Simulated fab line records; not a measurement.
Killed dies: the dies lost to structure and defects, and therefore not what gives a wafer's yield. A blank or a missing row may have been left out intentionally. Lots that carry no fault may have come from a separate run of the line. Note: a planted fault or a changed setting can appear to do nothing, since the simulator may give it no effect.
fab line records | flow nand-harc
record: lots: 13 wafers: 36 last-day: 24
route steps=1159 shown THIN_TSV@1127 END@1159
lots that met no fault: from a run of the same line without faults
start-h: start of the lot's first displayed wafer, in hours after the record's first day | wait-h: hours from the lot's prior step to this one | " the same as in the row above | L1.1+2: a row that stands for several wafers | - no value present, or no start provided | * or withheld: withheld | < > ~ a bound
route shown NAME@n: names a module that has steps shown in the file, with the first one's number in the route | usual: mean and standard deviation over wafers with no fault | same: alike in all rows | chamber/n: place in a boat | sites: readings site by site | _std_site: standard deviation across them | _edge_site: the outer-site mean with the inner-site mean subtracted | radius-mm: for every site, how far away it sits from the centre of the wafer | mask NAME#n: copy n | behind: the tool/chamber that last shaped the wafer | hold: cause of the lot's hold/its duration in hours/its outcome | device: whichever transistor did not switch (one of n, p or np) | end of line: tests of these same wafers at the route's end | for a step that has no rows: nothing shown but its recipe | killed: count of dies lost to structure and defects at first sort (not the wafer's yield) | map: a wafer's dies, x killed, . not, _ none there
set.NAME: the run value of the setting; set.NAME@STEP: its run value at that earlier step | model.NAME: the simulator's own value behind a step, which no gauge read
route steps across a sampled set of lots; one table per step, one row per wafer
services: from which hour (start-h, from the record's first day; less than 0 if before it) a tool's chamber was out of use, for how many hours, and why
== steps ==
step: NHARC_THIN_TSV_DEGAS_49
recipe: temp-c: 300 time-s: 120
usual: heater-power-w: 474/68
columns lot.wafer tool chamber start-h wait-h heater-power-w
L449.2 pvd-sputter-02 - 436.48 0.2 494
L449.6 " - " " 579
L449.5 " - " " 494
L445.4 pvd-sputter-02 - 437.57 0.1 507
L445.6 " - " " 485
L445.5 " - " " 445
L446.3 pvd-sputter-01 - 440.07 0.1 478
L446.6 " - " " 551
L446.5 " - " " 482
L450.2 pvd-sputter-02 - 456.43 0.1 497
L450.1 " - " " 441
L448.1 pvd-sputter-02 - 457.54 0.1 432
L448.3 " - " " 576
L452.3 pvd-sputter-01 - 462.94 0.1 363
L452.2 " - " " 555
L457.2 pvd-sputter-01 - 529.58 0.2 467
L457.3 " - " " 390
L457.1 " - " " 357
L461.2 pvd-sputter-03 - 532.56 0.1 406
L461.4 " - " " 541
L461.5 " - " " 550
L462.2 pvd-sputter-01 - 543.62 0.2 539
L462.4 " - " " 469
L462.6 " - " " 351
L466.2 pvd-sputter-02 - 545.00 0.2 437
L466.4 " - " " 442
L466.6 " - " " 478
L463.3 pvd-sputter-03 - 552.38 0.1 543
L463.2 " - " " 428
L463.6 " - " " 540
L465.4 pvd-sputter-01 - 554.74 0.1 364
L465.1 " - " " 553
L465.6 " - " " 350
L467.2 pvd-sputter-01 - 561.63 0.1 470
L467.3 " - " " 523
L467.5 " - " " 403
step: NHARC_THIN_TSV_ANNEAL_52
recipe: temp-c: 225 time-s: 90
usual: wafer_temp_C_max: 226.4/0.45
columns lot.wafer tool chamber start-h wait-h wafer_temp_C_max
L449.2 rtp-anneal-02 0 437.74 0.6 226.9
L449.5 " 0 " " 226.3
L449.6 " 0 " " 227.1
L445.4 rtp-anneal-02 0 438.92 0.6 226.9
L445.5 " 0 " " 226.7
L445.6 " 0 " " 226.5
L446.3 rtp-anneal-02 0 441.41 0.6 227.2
L446.5 " 0 " " 227.0
L446.6 " 0 " " 226.6
L450.1 rtp-anneal-01 0 457.65 0.6 226.0
L450.2 " 0 " " 226.2
L448.1 rtp-anneal-02 0 458.71 0.6 226.5
L448.3 " 0 " " 227.1
L452.2 rtp-anneal-01 0 464.19 0.6 226.0
L452.3 " 0 " " 225.8
L457.1 rtp-anneal-02 0 530.77 0.5 227.2
L457.2 " 0 " " 226.8
L457.3 " 0 " " 226.4
L461.2 rtp-anneal-01 0 533.78 0.6 225.9
L461.4 " 0 " " 226.0
L461.5 " 0 " " 226.2
L462.2 rtp-anneal-01 0 544.93 0.6 226.0
L462.4 " 0 " " 226.2
L462.6 " 0 " " 225.9
L466.2 rtp-anneal-01 0 546.22 0.7 225.8
L466.4 " 0 " " 226.4
L466.6 " 0 " " 225.8
L463.2 rtp-anneal-02 0 553.61 0.6 226.3
L463.3 " 0 " " 226.6
L463.6 " 0 " " 227.4
L465.1 rtp-anneal-02 0 555.98 0.7 226.9
L465.4 " 0 " " 226.9
L465.6 " 0 " " 226.6
L467.2 rtp-anneal-01 0 562.87 0.7 225.7
L467.3 " 0 " " 225.7
L467.5 " 0 " " 226.3
step: NHARC_THIN_TSV_ETCH_36
recipe: target-depth-a: 650 over-etch-frac: 0.3 time-s: 18.571 ion-energy-ev: 150 chemistry: Cl2/BCl3
usual: drypump-motor-current-A: 5.9/0.45 oes-product-au: 1.003/0.0072
same: over-etch-frac: 0.3
columns lot.wafer tool chamber start-h wait-h drypump-motor-current-A oes-product-au rf-hours-counter-h
L449.2 rie-metal-02 1 440.09 0.2 5.4 1.000 0.9
L449.5 " 1 " " 5.4 1.003 -
L449.6 " 0 " " 5.5 0.999 -
L445.4 rie-metal-01 0 441.32 0.1 5.7 1.011 -
L445.6 " 1 " " 5.9 1.006 -
L445.5 " 0 " " 5.7 1.018 -
L446.3 rie-metal-01 1 443.70 0.2 5.9 1.001 -
L446.6 " 0 " " 5.7 1.009 -
L446.5 " 1 " " 5.9 1.003 -
L450.1 rie-metal-01 0 460.36 0.4 5.7 0.850 4.0
L450.2 " 0 " " 5.7 0.845 -
L448.1 rie-metal-01 0 461.74 0.4 5.7 0.846 4.4
L448.3 " 0 " " 5.7 1.008 -
L452.2 rie-metal-01 0 466.69 0.2 5.7 0.854 4.7
L452.3 " 1 " " 5.9 1.006 -
L457.2 rie-metal-01 1 533.27 0.2 5.9 1.012 0.9
L457.1 " 0 " " 5.7 1.000 0.9
L457.3 " 1 " " 5.9 1.001 -
L461.2 rie-metal-03 0 536.37 0.2 6.0 0.995 1.8
L461.4 " 0 " " 6.1 1.003 -
L461.5 " 0 " " 6.0 1.009 -
L462.2 rie-metal-03 0 547.37 0.2 6.0 1.008 2.3
L462.4 " 0 " " 6.0 1.008 -
L462.6 " 1 " " 6.8 0.994 -
L466.2 rie-metal-01 0 548.54 0.2 5.7 0.981 1.4
L466.4 " 0 " " 5.7 0.994 -
L466.6 " 1 " " 5.9 1.002 -
L463.2 rie-metal-02 1 556.05 0.2 5.4 0.993 4.7
L463.3 " 1 " " 5.4 0.999 -
L463.6 " 1 " " 5.4 0.997 -
L465.1 rie-metal-01 0 558.38 0.2 5.7 0.994 1.6
L465.4 " 1 " " 5.9 1.002 -
L465.6 " 1 " " 5.9 1.008 -
L467.2 rie-metal-01 0 565.22 0.2 5.7 1.002 1.9
L467.3 " 0 " " 5.7 1.002 -
L467.5 " 0 " " 5.7 0.998 -
step: NHARC_THIN_TSV_STRIP_56
recipe: power-w: 1500 temp-c: 250 chemistry: O2
usual: drypump-motor-current-A: 6.1/0.31 heater-power-w: 318/17
columns lot.wafer tool chamber start-h wait-h drypump-motor-current-A heater-power-w rf-hours-counter-h
L449.2 plasma-asher-01 1 440.20 0.1 5.8 310 52
L449.6 " 1 " " 5.9 307 -
L449.5 " 0 " " 5.8 333 -
L445.4 plasma-asher-01 1 441.54 0.2 5.8 317 -
L445.5 " 0 " " 5.8 326 -
L445.6 " 1 " " 5.8 307 -
L446.3 plasma-asher-02 1 443.92 0.2 6.6 298 -
L446.5 " 0 " " 6.0 306 -
L446.6 " 1 " " 6.6 303 -
L450.1 plasma-asher-02 0 460.90 0.5 6.0 310 32
L450.2 " 1 " " 6.6 301 32
L448.1 plasma-asher-02 0 461.93 0.2 6.0 305 33
L448.3 " 1 " " 6.6 308 -
L452.2 plasma-asher-01 1 466.79 0.1 5.8 322 2
L452.3 " 1 " " 5.8 318 -
L457.2 plasma-asher-01 1 533.37 0.1 5.8 321 23
L457.1 " 0 " " 5.9 346 23
L457.3 " 0 " " 5.9 342 -
L461.2 plasma-asher-02 0 536.51 0.1 6.0 311 59
L461.4 " 0 " " 6.0 308 -
L461.5 " 0 " " 6.0 311 -
L462.2 plasma-asher-01 1 547.64 0.3 5.8 321 32
L462.4 " 0 " " 5.8 345 -
L462.6 " 1 " " 5.8 319 -
L466.2 plasma-asher-02 1 548.69 0.1 6.6 298 1
L466.4 " 0 " " 6.0 301 -
L466.6 " 0 " " 6.0 304 -
L463.2 plasma-asher-01 0 556.15 0.1 5.9 345 33
L463.3 " 1 " " 5.9 319 -
L463.6 " 0 " " 5.8 343 -
L465.1 plasma-asher-01 0 558.49 0.1 5.8 340 34
L465.4 " 0 " " 5.9 338 -
L465.6 " 1 " " 5.8 318 -
L467.2 plasma-asher-01 1 565.36 0.1 5.8 320 36
L467.3 " 1 " " 5.8 321 -
L467.5 " 0 " " 5.8 344 -
step: NHARC_END_SORT_01
recipe: temp-c: 25
usual: defect-limited-yield: 95.7/1.5 killed-at-array: 25/9.8 killed-at-other: 0.8/1.1 killed-at-periphery: 3.3/2.1 killed-dies: 29/10 killed-open: 3.3/1.8 killed-short: 1.9/1.4 sort_bin_2_pct: 1.3/0.6 sort_bin_3_pct: 0.25/0.23 sort_bin_4_pct: 2.8/0.97 sort-n-pass: 648/10 sort-rim-yield-pct: 95/3.2 sort-yield-pct: 95.7/1.5
same: gross-dies: 677 sort_bin_5_pct[%]: 0 sort_bin_6_pct[%]: 0 sort_bin_7_pct[%]: 0 sort_bin_8_pct[%]: 0 sort-rim-n-gross: 106.00
columns lot.wafer tool chamber start-h wait-h defect-limited-yield[%] killed-at-array killed-at-other killed-at-periphery killed-dies killed-open killed-short sort_bin_2_pct[%] sort_bin_3_pct[%] sort_bin_4_pct[%] sort-n-pass sort-rim-yield-pct[%] sort-yield-pct[%]
L449.2 prober-01 0 455.51 2.8 95.6 24 1 5 30 3 0 1.3 0 3.1 647 97 95.6
L449.5 prober-01 0 457.88 3.7 95.1 29 2 2 33 1 2 1.5 0.44 3.0 644 94 95.1
L449.6 prober-01 0 458.67 4.0 95.7 25 1 3 29 1 1 1.6 0.15 2.5 648 93 95.7
L445.4 prober-02 0 459.26 3.4 96.8 19 1 2 22 1 3 0.4 0.30 2.5 655 94 96.8
L445.5 prober-02 0 460.06 3.7 96.9 20 0 1 21 2 1 0.9 0 2.2 656 95 96.9
L445.6 prober-02 0 460.85 4.0 96.9 19 0 2 21 2 1 0.9 0.15 2.1 656 98 96.9
L446.3 prober-02 0 466.29 3.1 97.9 11 1 2 14 3 2 0.9 0 1.2 663 98 97.9
L446.5 prober-02 0 467.93 3.8 97.8 11 2 2 15 1 4 0.7 0 1.5 662 97 97.8
L446.6 prober-02 0 468.74 4.1 98.8 7 0 1 8 3 1 0.3 0 0.9 669 99 98.8
L450.1 prober-01 0 475.70 2.5 93.5 40 2 2 44 3 2 1.8 0.89 3.8 633 88 93.5
L450.2 prober-01 0 476.51 2.8 94.2 32 1 6 39 5 2 1.9 0.30 3.5 638 92 94.2
L448.1 prober-02 0 480.29 2.5 97.8 11 0 4 15 3 5 0.6 0 1.6 662 97 97.8
L448.3 prober-02 0 481.91 3.1 97.9 12 0 2 14 2 1 0.6 0 1.5 663 99 97.9
L452.2 prober-01 0 484.33 2.8 97.0 16 1 3 20 1 2 0.3 0.15 2.5 657 94 97.0
L452.3 prober-01 0 485.13 3.1 96.3 20 0 5 25 3 6 1.2 0.30 2.2 652 93 96.3
L457.1 prober-01 0 548.20 2.5 97.0 14 1 5 20 6 2 0.4 0.15 2.4 657 99 97.0
L457.2 prober-01 0 549.00 2.8 97.3 14 0 4 18 5 3 0.7 0.30 1.6 659 96 97.3
L457.3 prober-01 0 549.80 3.1 97.8 13 0 2 15 4 2 0.7 0 1.5 662 100 97.8
L461.2 prober-02 0 549.06 2.8 93.1 40 0 7 47 3 4 2.4 0.15 4.4 630 87 93.1
L461.4 prober-02 0 550.64 3.4 93.5 39 0 5 44 3 4 2.4 0.44 3.7 633 86 93.5
L461.5 prober-02 0 551.42 3.7 94.5 36 0 1 37 3 1 2.2 0.30 3.0 640 94 94.5
L466.2 prober-02 0 556.81 2.8 94.8 29 0 6 35 4 2 1.2 0.44 3.5 642 90 94.8
L466.4 prober-02 0 558.42 3.4 96.3 23 0 2 25 1 3 1.0 0.74 1.9 652 93 96.3
L466.6 prober-02 0 560.02 4.0 96.0 23 2 2 27 2 0 1.0 0.15 2.8 650 98 96.0
L462.2 prober-01 0 564.54 2.8 96.5 17 2 5 24 5 1 0.3 0.44 2.8 653 97 96.5
L462.4 prober-01 0 566.14 3.4 97.0 19 1 0 20 2 2 0.4 0 2.5 657 97 97.0
L462.6 prober-01 0 567.75 4.0 96.8 18 1 3 22 4 1 1.2 0.15 1.9 655 98 96.8
L463.2 prober-02 0 566.03 2.8 93.2 43 1 2 46 5 0 2.1 0.74 4.0 631 96 93.2
L463.3 prober-02 0 566.84 3.1 93.4 42 0 3 45 5 1 1.9 0.30 4.4 632 90 93.4
L463.6 prober-02 0 569.25 4.0 95.0 34 0 0 34 0 0 1.5 0.44 3.1 643 92 95.0
L465.1 prober-02 0 573.05 2.5 93.1 41 0 6 47 3 2 2.2 1.18 3.5 630 90 93.1
L465.4 prober-02 0 575.41 3.4 92.9 39 0 9 48 4 1 2.5 0.30 4.3 629 93 92.9
L465.6 prober-02 0 576.99 3.9 93.9 35 0 6 41 3 0 1.8 0.44 3.8 636 84 93.9
L467.2 prober-02 0 581.59 2.8 96.8 22 0 0 22 1 1 0.9 0.15 2.2 655 92 96.8
L467.3 prober-02 0 582.39 3.1 95.0 31 0 3 34 5 2 1.6 0.74 2.7 643 93 95.0
L467.5 prober-02 0 583.97 3.7 95.0 33 0 1 34 2 2 1.5 0.30 3.2 643 96 95.0
killed by level:class
L449.2 A_CHANNEL_HOLE_D1:chamber-film-flake=12 A_SLIT:chamber-film-flake=8 P_GATE:chamber-film-flake=3 P_STI:geometric-particle:open=1 A_SGD_CUT:geometric-particle:open=1 A_WL_FILL:geometric-particle:open=1 P_ZERO_WELL:chamber-film-flake=1 A_STAIRCASE:chamber-film-flake=1
L449.5 A_CHANNEL_HOLE_D1:chamber-film-flake=14 A_SLIT:chamber-film-flake=8 A_STAIRCASE:chamber-film-flake=2 A_WL_FILL:chamber-film-flake=2 THIN_TSV:chamber-film-flake=2 A_CHANNEL_FILL_D1:geometric-particle:short=1 A_CONTACT:geometric-particle:open=1 A_M0:geometric-particle:short=1
L449.6 A_SLIT:chamber-film-flake=12 A_CHANNEL_HOLE_D1:chamber-film-flake=7 A_STAIRCASE:chamber-film-flake=2 A_CONTACT:chamber-film-flake=2 P_CONTACT:geometric-particle:short=1 A_SOURCE_PLATE:geometric-particle:open=1 P_ZERO_WELL:chamber-film-flake=1 P_GATE:chamber-film-flake=1
L445.4 A_CHANNEL_HOLE_D1:chamber-film-flake=10 A_WL_FILL:chamber-film-flake=3 A_CHANNEL_FILL_D1:chamber-film-flake=2 P_STI:geometric-particle:short=1 P_M0:geometric-particle:open=1 A_CHANNEL_FILL_D1:geometric-particle:short=1 A_CONTACT:geometric-particle:short=1 A_STAIRCASE:chamber-film-flake=1
L445.5 A_CHANNEL_HOLE_D1:chamber-film-flake=12 A_WL_FILL:chamber-film-flake=3 A_CONTACT:chamber-film-flake=3 P_CONTACT:geometric-particle:open=1 A_CHANNEL_HOLE_D1:geometric-particle:open=1 A_SGD_CUT:geometric-particle:short=1
L445.6 A_CHANNEL_HOLE_D1:chamber-film-flake=8 A_CONTACT:chamber-film-flake=5 A_STAIRCASE:chamber-film-flake=3 P_M0:geometric-particle:open=1 A_WL_FILL:geometric-particle:short=1 A_CONTACT:geometric-particle:open=1 P_GATE:chamber-film-flake=1 A_WL_FILL:chamber-film-flake=1
L446.3 A_CHANNEL_HOLE_D1:chamber-film-flake=4 A_STAIRCASE:chamber-film-flake=3 P_CONTACT:geometric-particle:open=1 P_CONTACT:geometric-particle:short=1 A_ONON_D1:geometric-particle:short=1 A_CHANNEL_HOLE_D1:geometric-particle:open=1 A_CONTACT:geometric-particle:open=1 A_ZERO_WELL:chamber-film-flake=1
L446.5 A_WL_FILL:chamber-film-flake=3 A_CHANNEL_HOLE_D1:chamber-film-flake=2 A_STAIRCASE:chamber-film-flake=2 P_CONTACT:geometric-particle:short=1 P_M0:geometric-particle:short=1 A_ONON_D1:geometric-particle:short=1 A_BLC:geometric-particle:open=1 STARTING-WAFER:geometric-particle:short=1
L446.6 A_CHANNEL_HOLE_D1:chamber-film-flake=2 P_M1:geometric-particle:open=1 A_CONTACT:geometric-particle:open=1 A_BLC:geometric-particle:short=1 A_M0:geometric-particle:open=1 A_STAIRCASE:chamber-film-flake=1 A_SLIT:chamber-film-flake=1
L450.1 A_CHANNEL_HOLE_D1:chamber-film-flake=18 A_STAIRCASE:chamber-film-flake=6 A_CONTACT:chamber-film-flake=6 A_ZERO_WELL:chamber-film-flake=4 P_GATE:geometric-particle:open=1 A_ONON_D1:geometric-particle:short=1 A_CHANNEL_HOLE_D1:geometric-particle:open=1 A_WL_FILL:geometric-particle:short=1
L450.2 A_CHANNEL_HOLE_D1:chamber-film-flake=11 A_CONTACT:chamber-film-flake=8 A_STAIRCASE:chamber-film-flake=5 A_SGD_CUT:chamber-film-flake=2 P_CONTACT:geometric-particle:open=1 P_M0:geometric-particle:open=1 A_CHANNEL_FILL_D1:geometric-particle:open=1 A_WL_FILL:geometric-particle:short=1
L448.1 A_CHANNEL_HOLE_D1:chamber-film-flake=4 P_ZERO_WELL:chamber-film-flake=2 P_GATE:geometric-particle:short=1 P_CONTACT:geometric-particle:open=1 A_ONON_D1:geometric-particle:short=1 A_ONON_D1:geometric-particle:open=1 A_CHANNEL_FILL_D1:geometric-particle:short=1 A_WL_FILL:geometric-particle:short=1
L448.3 A_CHANNEL_HOLE_D1:chamber-film-flake=3 A_CONTACT:chamber-film-flake=3 A_STAIRCASE:chamber-film-flake=2 P_CONTACT:geometric-particle:open=1 A_ONON_D1:geometric-particle:open=1 A_M0:geometric-particle:short=1 P_ZERO_WELL:chamber-film-flake=1 A_SLIT:chamber-film-flake=1
L452.2 A_CHANNEL_HOLE_D1:chamber-film-flake=5 A_CONTACT:chamber-film-flake=4 A_STAIRCASE:chamber-film-flake=3 P_M0:geometric-particle:short=1 A_ONON_D1:geometric-particle:open=1 A_CONTACT:geometric-particle:short=1 P_ZERO_WELL:chamber-film-flake=1 P_STI:chamber-film-flake=1
L452.3 A_CHANNEL_HOLE_D1:chamber-film-flake=10 A_WL_FILL:geometric-particle:short=3 A_ONON_D1:geometric-particle:short=2 P_ZERO_WELL:chamber-film-flake=2 A_CONTACT:chamber-film-flake=2 P_STI:geometric-particle:open=1 P_M0:geometric-particle:short=1 A_WL_FILL:geometric-particle:open=1
L457.1 A_CHANNEL_HOLE_D1:chamber-film-flake=6 P_CONTACT:geometric-particle:open=3 A_CONTACT:geometric-particle:open=3 A_STAIRCASE:chamber-film-flake=2 A_SLIT:geometric-particle:short=1 A_M0:geometric-particle:short=1 P_STI:chamber-film-flake=1 P_M0:chamber-film-flake=1
L457.2 A_CHANNEL_HOLE_D1:chamber-film-flake=4 A_CONTACT:chamber-film-flake=4 P_CONTACT:geometric-particle:open=2 A_SGD_CUT:geometric-particle:open=1 P_CONTACT:geometric-particle:short=1 A_CHANNEL_FILL_D1:geometric-particle:short=1 A_CHANNEL_FILL_D1:geometric-particle:open=1 A_WL_FILL:geometric-particle:short=1
L461.2 A_CHANNEL_HOLE_D1:chamber-film-flake=20 A_SLIT:chamber-film-flake=12 A_STAIRCASE:chamber-film-flake=4 P_GATE:chamber-film-flake=3 A_ONON_D1:geometric-particle:short=2 A_M0:geometric-particle:open=2 P_CONTACT:geometric-particle:open=1 P_M0:geometric-particle:short=1
L457.3 A_CHANNEL_HOLE_D1:chamber-film-flake=5 A_STAIRCASE:chamber-film-flake=2 P_M1:geometric-particle:open=1 A_CHANNEL_FILL_D1:geometric-particle:open=1 A_SGD_CUT:geometric-particle:short=1 A_CONTACT:geometric-particle:short=1 A_BLC:geometric-particle:open=1 A_M0:geometric-particle:open=1
L461.4 A_CHANNEL_HOLE_D1:chamber-film-flake=18 A_SLIT:chamber-film-flake=10 A_CONTACT:geometric-particle:open=3 P_STI:chamber-film-flake=3 A_CONTACT:chamber-film-flake=3 A_STAIRCASE:chamber-film-flake=2 P_M0:geometric-particle:short=1 A_CHANNEL_HOLE_D1:geometric-particle:short=1
L461.5 A_SLIT:chamber-film-flake=16 A_CHANNEL_HOLE_D1:chamber-film-flake=14 A_CONTACT:chamber-film-flake=2 P_CONTACT:geometric-particle:short=1 A_CONTACT:geometric-particle:open=1 A_BLC:geometric-particle:open=1 A_M0:geometric-particle:open=1 A_STAIRCASE:chamber-film-flake=1
L466.2 A_SLIT:chamber-film-flake=12 A_CHANNEL_HOLE_D1:chamber-film-flake=4 P_GATE:chamber-film-flake=3 A_CONTACT:chamber-film-flake=3 A_STAIRCASE:chamber-film-flake=2 A_WL_FILL:chamber-film-flake=2 P_STI:geometric-particle:open=1 P_M0:geometric-particle:open=1
L466.4 A_SLIT:chamber-film-flake=10 A_STAIRCASE:chamber-film-flake=3 A_CONTACT:chamber-film-flake=3 A_CHANNEL_HOLE_D1:geometric-particle:short=2 P_GATE:chamber-film-flake=2 A_CHANNEL_HOLE_D1:chamber-film-flake=2 A_CHANNEL_FILL_D1:geometric-particle:open=1 A_WL_FILL:geometric-particle:short=1
L466.6 A_SLIT:chamber-film-flake=17 A_CHANNEL_HOLE_D1:chamber-film-flake=2 THIN_TSV:chamber-film-flake=2 A_ONON_D1:geometric-particle:open=1 A_M1:geometric-particle:open=1 P_ZERO_WELL:chamber-film-flake=1 P_GATE:chamber-film-flake=1 A_WL_FILL:chamber-film-flake=1
L462.2 A_CHANNEL_HOLE_D1:chamber-film-flake=4 A_CONTACT:chamber-film-flake=4 A_STAIRCASE:chamber-film-flake=3 A_CONTACT:geometric-particle:open=2 P_GATE:chamber-film-flake=2 THIN_TSV:chamber-film-flake=2 P_GATE:geometric-particle:open=1 P_M0:geometric-particle:open=1
L463.2 A_CHANNEL_HOLE_D1:chamber-film-flake=18 A_SLIT:chamber-film-flake=11 A_CONTACT:chamber-film-flake=5 A_STAIRCASE:chamber-film-flake=4 A_WL_FILL:geometric-particle:open=2 A_CONTACT:geometric-particle:open=2 P_M1:geometric-particle:open=1 P_STI:chamber-film-flake=1
L462.4 A_CHANNEL_HOLE_D1:chamber-film-flake=6 A_STAIRCASE:chamber-film-flake=5 A_CONTACT:chamber-film-flake=4 A_CHANNEL_FILL_D1:geometric-particle:short=1 A_CONTACT:geometric-particle:short=1 A_CONTACT:geometric-particle:open=1 A_BLC:geometric-particle:open=1 THIN_TSV:chamber-film-flake=1
L463.3 A_CHANNEL_HOLE_D1:chamber-film-flake=21 A_SLIT:chamber-film-flake=8 A_STAIRCASE:chamber-film-flake=6 A_WL_FILL:geometric-particle:open=2 A_BLC:chamber-film-flake=2 P_GATE:geometric-particle:open=1 P_M0:geometric-particle:open=1 A_CONTACT:geometric-particle:open=1
L462.6 A_CONTACT:chamber-film-flake=7 A_STAIRCASE:chamber-film-flake=5 A_CHANNEL_HOLE_D1:chamber-film-flake=3 A_ONON_D1:geometric-particle:open=2 P_STI:geometric-particle:short=1 P_M0:geometric-particle:open=1 A_M0:geometric-particle:open=1 P_M1:chamber-film-flake=1
L463.6 A_CHANNEL_HOLE_D1:chamber-film-flake=17 A_SLIT:chamber-film-flake=7 A_CONTACT:chamber-film-flake=5 A_STAIRCASE:chamber-film-flake=2 A_BLC:chamber-film-flake=2 A_WL_FILL:chamber-film-flake=1
L465.1 A_CHANNEL_HOLE_D1:chamber-film-flake=19 A_SLIT:chamber-film-flake=11 P_M1:chamber-film-flake=4 A_CONTACT:chamber-film-flake=2 A_CHANNEL_FILL_D1:chamber-film-flake=2 P_GATE:geometric-particle:open=1 A_SOURCE_PLATE:geometric-particle:short=1 A_ONON_D1:geometric-particle:short=1
L465.4 A_SLIT:chamber-film-flake=20 A_CHANNEL_HOLE_D1:chamber-film-flake=11 P_M1:chamber-film-flake=5 P_GATE:chamber-film-flake=3 A_BLC:geometric-particle:open=2 A_CONTACT:geometric-particle:short=1 A_M0:geometric-particle:open=1 A_M1:geometric-particle:open=1
L465.6 A_CHANNEL_HOLE_D1:chamber-film-flake=18 A_SLIT:chamber-film-flake=9 P_M1:chamber-film-flake=4 P_GATE:chamber-film-flake=2 A_BLC:chamber-film-flake=2 A_ONON_D1:geometric-particle:open=1 A_WL_FILL:geometric-particle:open=1 A_M0:geometric-particle:open=1
L467.2 A_SLIT:chamber-film-flake=8 A_STAIRCASE:chamber-film-flake=5 A_CHANNEL_HOLE_D1:chamber-film-flake=3 A_CONTACT:chamber-film-flake=2 A_BLC:chamber-film-flake=2 A_ONON_D1:geometric-particle:open=1 A_SGD_CUT:geometric-particle:short=1
L467.3 A_SLIT:chamber-film-flake=13 A_CHANNEL_HOLE_D1:chamber-film-flake=7 A_CONTACT:chamber-film-flake=3 A_CONTACT:geometric-particle:open=2 A_STAIRCASE:chamber-film-flake=2 P_M0:geometric-particle:short=1 P_M0:geometric-particle:open=1 A_ONON_D1:geometric-particle:open=1
L467.5 A_CONTACT:chamber-film-flake=12 A_CHANNEL_HOLE_D1:chamber-film-flake=7 A_SLIT:chamber-film-flake=7 A_WL_FILL:chamber-film-flake=2 P_CONTACT:geometric-particle:open=1 A_ONON_D1:geometric-particle:short=1 A_CONTACT:geometric-particle:short=1 A_BLC:geometric-particle:open=1
== services ==
columns tool chamber start-h hours kind
rie-metal-03 - 414.47 0.5 repair
pvd-sputter-01 - 423.68 14.6 repair
rie-metal-01 1 448.59 15.4 repair
pvd-sputter-01 - 452.56 1.1 repair
plasma-asher-01 - 453.00 9.0 pm
plasma-asher-01 0 453.00 9.0 vent-cycle
plasma-asher-01 1 453.00 9.0 vent-cycle
rie-metal-03 - 453.00 9.0 pm
pvd-sputter-03 - 456.19 2.4 repair
plasma-asher-01 0 462.00 - clean
plasma-asher-01 1 462.00 - clean
plasma-asher-01 - 484.49 3.4 repair
pvd-sputter-03 - 487.68 5.5 repair
rie-metal-01 - 509.00 9.0 pm
rie-metal-01 0 509.00 9.0 vent-cycle
rie-metal-01 1 509.00 9.0 vent-cycle
rie-metal-01 0 518.00 - clean
rie-metal-01 1 518.00 - clean
pvd-sputter-01 - 518.03 10.0 pm
plasma-asher-02 - 537.55 9.0 pm
plasma-asher-02 0 537.55 9.0 vent-cycle
plasma-asher-02 1 537.55 9.0 vent-cycle
rie-metal-02 - 565.19 9.0 pm
pvd-sputter-02 - 565.31 1.5 repair
== key ==
first-sign: step: NHARC_THIN_TSV_ETCH_36 reading: oes-product-au direction: down sigmas: 21 usual: 1.003 struck: 0.849
effect none on later readings
met-at NHARC_THIN_TSV_ETCH_36
struck-lots L448,L450,L452
struck-wafers L448.1,L450.1,L450.2,L452.2
not-acting-at NHARC_THIN_TSV_DEGAS_49,NHARC_THIN_TSV_ANNEAL_52,NHARC_THIN_TSV_STRIP_56
onset-between 443.70 460.36
fault: kind: process-parameter-drift tool: rie-metal-01 chamber: - onset-h: 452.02 steps: NHARC_THIN_TSV_ETCH_36 channel: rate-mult offset: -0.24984 shape: step end-h: 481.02 scope: struck-wafers-only
